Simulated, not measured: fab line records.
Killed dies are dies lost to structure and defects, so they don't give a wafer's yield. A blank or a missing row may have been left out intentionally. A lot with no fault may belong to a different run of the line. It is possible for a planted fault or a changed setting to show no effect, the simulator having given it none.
Problem report, 8D (eight disciplines) form, completed by code | flow nandHarc | the parts of the form that need people (team, actions taken, sign-off) are left out

## 1. PROBLEM STATEMENT
Wafers with no fault read 29 with a standard deviation of 16, whereas rawDefectCount at NHARC_A_CONTACT_INSPECT_44 reads a mean of 1251 on 1 wafer of 1 lot. That is +76 standard deviations from the usual mean.
Seen first at day 20 08:05 on defectInspect-01, wafer L771.1. Wafers with a number at this step in the record: 33, from 11 lots. The rule behind "out" and "out of limits": a value lying over 4 standard deviations away from the usual mean. All remaining wafers that have a number are taken as sound.

## 2. WHAT THIS IS AND IS NOT
question                    | is                | is not
which readings at this step | rawDefectCount    | -
which lots                  | L771              | L759, L760, L761, L765, L773, L775, L776, L778, L779, L781
which wafers of those lots  | L771.1            | L771.2, L771.4
read on which gauges        | defectInspect-01  | defectInspect-02
when                        | from day 20 08:05 | up to then (14 sound wafers); but 18 sound wafers of L773, L775, L776, L778, L779, L781 came after

## 3. WHAT RULES OUT EACH SUSPECT
Counting: any tool at a process step up to the reading remains a suspect provided it ran every lot that is out. Sound lots after the first of them don't rule it out here, since some wafers of a struck lot are sound.
- the gauge at NHARC_A_CONTACT_INSPECT_44: ruled out. All the wafers that are out were read on defectInspect-01, but those of them that NHARC_END_SORT_01 has rows for are out there too, on other tools.
- rieDiel-07 at NHARC_A_WL_FILL_STRIP_29 (strips in O2, time 20 s): kept. It processed L771, the lot that is out, at day 19 12:58, and its most recent sound lot before then was L761 at day 16 20:13.
- pecvd-04 at NHARC_A_CONTACT_DEP_29 (deposits SiON, target thk 70 nm): kept. It processed L771, the lot that is out, at day 20 07:14, and its most recent sound lot before then was L765 at day 18 03:45.
- At NHARC_A_WL_FILL_STRIP_29, inside rieDiel-07: chamber 0 took the wafers that are out, while their sound lot-mates went through chambers 2, 3.
- At NHARC_A_CONTACT_DEP_29, inside pecvd-04: chamber 1 took the wafers that are out, while their sound lot-mates went through chambers 0, 2.
Remaining after the count are rieDiel-07 at NHARC_A_WL_FILL_STRIP_29 and pecvd-04 at NHARC_A_CONTACT_DEP_29.

## 4. THE CAUSE (what the simulator had put in)
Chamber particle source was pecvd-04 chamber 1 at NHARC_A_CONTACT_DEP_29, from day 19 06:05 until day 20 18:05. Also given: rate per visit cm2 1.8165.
After counting, 2 suspects remain, this tool included.

## 5. THE EFFECT CHAIN, in route order
Each row: a reading where the mean over the struck wafers with a number is more than 3 standard deviations away from the usual. Only readings for which the record gives a usual standard deviation are gone through. hours: the time from each lot's start at the first step in this table that gives one to its start at this step, as a median over the lots. sigmas: the change in usual standard deviations.
hours | step                       | reading        | usual | on struck wafers | change | sigmas
0     | NHARC_A_CONTACT_INSPECT_44 | rawDefectCount | 29    | 1251             | +1222  | +76
84    | NHARC_END_SORT_01          | killedAtArray  | 28    | 109              | +81    | +7.4
84    | NHARC_END_SORT_01          | killedDies     | 32    | 112              | +80    | +6.7

## 6. HOW IT WOULD HAVE BEEN CAUGHT EARLIER
Counted from the fault's start at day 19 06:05, it took 26 hours until the first out-of-limits reading at a measuring or inspecting step in this record, taken at day 20 08:05.
Of the tool readings at NHARC_A_CONTACT_DEP_29 for which the record gives a usual standard deviation, none was out on any struck wafer, so an alarm limit of 4 standard deviations on them would not have fired.
All the lots that are out (1) had begun NHARC_A_CONTACT_DEP_29 on pecvd-04 by day 20 08:05. Holding the tool at that point would not have protected any of them.
